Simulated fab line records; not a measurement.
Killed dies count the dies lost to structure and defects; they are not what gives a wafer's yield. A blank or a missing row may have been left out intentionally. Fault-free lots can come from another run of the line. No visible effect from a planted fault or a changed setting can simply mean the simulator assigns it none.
One fault through the eyes of 3 desks    flow n5Finfet    every desk sees just its own numbers, and what lay behind them comes last

## THE DEFECT DESK
For each lot, the counts of the inspections along the route, averaged over the sampled wafers that have a number. If a lot's mean is further than 4 standard deviations from the usual mean, the lot is out of limits and carries the mark OUT (the distance appears in the brackets).
Columns: A = rawDefectCount at N5_BEOL_M4_INSPECT_13, usual 411
lot   first seen here  A
L296  day 9 18:06      386
L297  day 9 23:35      484
L299  day 10 13:40     372
L304  day 11 13:45     348
L307  day 12 05:45     389
L314  day 14 05:43     370
This desk's finding: nothing out of limits on any of the 6 lots.

## DESK OF THE TOOL OWNER: rieDiel-05
The tool's own readings at N5_BEOL_M4_ETCH_64 (etches SOC in N2/H2, target depth 75 nm, overetch 22.5 nm, time 121.9 s): means of the sampled wafers that have a number, for each lot that ran on this tool. If a lot's mean is further than 4 standard deviations from the usual mean, the lot is out of limits and carries the mark OUT (the distance appears in the brackets).
Columns: A = drypumpMotorCurrentA at N5_BEOL_M4_ETCH_64, usual 5.9 A; B = oesProductAu at N5_BEOL_M4_ETCH_64, usual 0.60 a.u.; C = rfVppV at N5_BEOL_M4_ETCH_64, usual 525.5 V; D = showerheadPlenumPTorr at N5_BEOL_M4_ETCH_64, usual 2.60 Torr; E = throttleValvePct at N5_BEOL_M4_ETCH_64, usual 17.81 %
lot   first seen here  A    B     C      D     E
L297  day 9 23:50      5.5  0.58  525.6  2.58  17.72
L299  day 10 13:46     6.0  0.51  525.6  2.61  17.66
L304  day 11 14:33     6.1  0.52  525.7  2.63  18.02
This desk's finding: nothing out of limits on any of the 3 lots.

## THE METROLOGY DESK
What the gauges read for every lot (on any tool): the sampled wafers with a number, averaged. If a lot's mean is further than 4 standard deviations from the usual mean, the lot is out of limits and carries the mark OUT (the distance appears in the brackets). Shown here are 7 of its 12 readings, the ones lying furthest out on some lot.
Columns: A = cdNm at N5_BEOL_M4_CD_MEAS_11, usual 16.79 nm; B = DIBL_N at N5_BEOL_M4_RC_MEAS_101, usual 36.4 mV/V; C = DIBL_P at N5_BEOL_M4_RC_MEAS_101, usual 36.4 mV/V; D = IOFF_N at N5_BEOL_M4_RC_MEAS_101, usual 0.156 nA/um; E = IOFF_P at N5_BEOL_M4_RC_MEAS_101, usual 0.210 nA/um; F = ION_N at N5_BEOL_M4_RC_MEAS_101, usual 675 uA/um; G = VT_P at N5_BEOL_M4_RC_MEAS_101, usual -250.3 mV
lot   first seen here  A      B     C     D      E      F    G
L296  day 9 18:01      16.74  35.3  36.7  0.170  0.226  681  -249.2
L297  day 9 23:30      16.99  37.0  34.5  0.159  0.219  678  -248.5
L299  day 10 13:34     16.84  37.0  39.3  0.190  0.253  686  -246.4
L304  day 11 13:40     17.15  38.8  34.9  0.152  0.208  667  -249.7
L307  day 12 05:40     16.66  38.3  38.9  0.175  0.226  681  -250.3
L314  day 14 05:38     16.85  34.7  35.2  0.127  0.194  658  -250.1
This desk's finding: nothing out of limits on any of the 6 lots.

## ALL TOGETHER
The defect desk saw nothing out of limits.
Nothing out of limits was seen by the tool owner's desk.
Metrology desk: nothing out of limits seen.

## WHAT THE SIMULATOR HAD PUT IN
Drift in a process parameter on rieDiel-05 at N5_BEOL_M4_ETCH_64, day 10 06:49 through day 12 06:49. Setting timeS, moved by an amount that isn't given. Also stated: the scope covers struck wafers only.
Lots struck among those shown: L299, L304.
